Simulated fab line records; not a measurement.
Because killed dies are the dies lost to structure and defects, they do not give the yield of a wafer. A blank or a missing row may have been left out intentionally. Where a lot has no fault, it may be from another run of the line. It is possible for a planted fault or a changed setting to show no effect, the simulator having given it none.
Chamber matching | flow nand_harc | 4 sister chambers for NHARC_P_M0_DESCUM_14 on rie_diel-09
The step chemistry O2, time 3 s. 8 wafers are shown with their chamber, then 12 later ones without.

== WAFERS, EACH WITH ITS CHAMBER ==
wafer  | chamber | showerhead_plenum_p_Torr (Torr) | drypump_motor_current_A (A)
L083.4 | 0       | 1.83                            | 6.4
L085.4 | 0       | 1.82                            | 6.4
L088.4 | 1       | 2.02                            | 5.6
L089.5 | 3       | 1.78                            | 5.7
L089.6 | 2       | 1.95                            | 6.4
L091.2 | 2       | 1.95                            | 6.3
L091.3 | 3       | 1.78                            | 5.7
L091.5 | 1       | 2.02                            | 5.6

== WAFERS WHOSE CHAMBER IS MISSING ==
wafer  | showerhead_plenum_p_Torr (Torr) | drypump_motor_current_A (A)
L090.1 | 1.95                            | 6.3
L090.4 | 2.02                            | 5.6
L090.6 | 1.95                            | 6.3
L092.3 | 1.95                            | 6.3
L092.4 | 1.82                            | 6.4
L092.5 | 1.78                            | 5.7
L093.1 | 1.95                            | 6.3
L093.2 | 2.02                            | 5.6
L093.3 | 1.78                            | 5.7
L097.3 | 1.82                            | 6.4
L097.5 | 2.02                            | 5.6
L097.6 | 1.82                            | 6.4

== WHICH CHAMBER EACH ONE RAN IN ==
wafer  | from the rows above | in truth
L090.1 | 2                   | 2
L090.4 | 1                   | 1
L090.6 | 2                   | 2
L092.3 | 2                   | 2
L092.4 | 0                   | 0
L092.5 | 3                   | 3
L093.1 | 2                   | 2
L093.2 | 1                   | 1
L093.3 | 3                   | 3
L097.3 | 0                   | 0
L097.5 | 1                   | 1
L097.6 | 0                   | 0
Correct placement for 12 of the 12. Left unplaced by these rows: 0. Placed wrongly: 0.
How it was worked out, from the rows above alone: a wafer's distance from a chamber is the root of the sum, over the readings, of the square of ((its reading less the chamber's mean) divided by the reading's scatter). If the next closest chamber is less than 2 further off than the closest, the wafer can't be placed; otherwise it belongs to the closest. For every chamber, the mean is computed from those of its wafers that are shown. How the scatter is found: for the shown wafers, subtract from each reading the mean of its chamber, square and add these, divide the total by (wafers less chambers), then take the root.
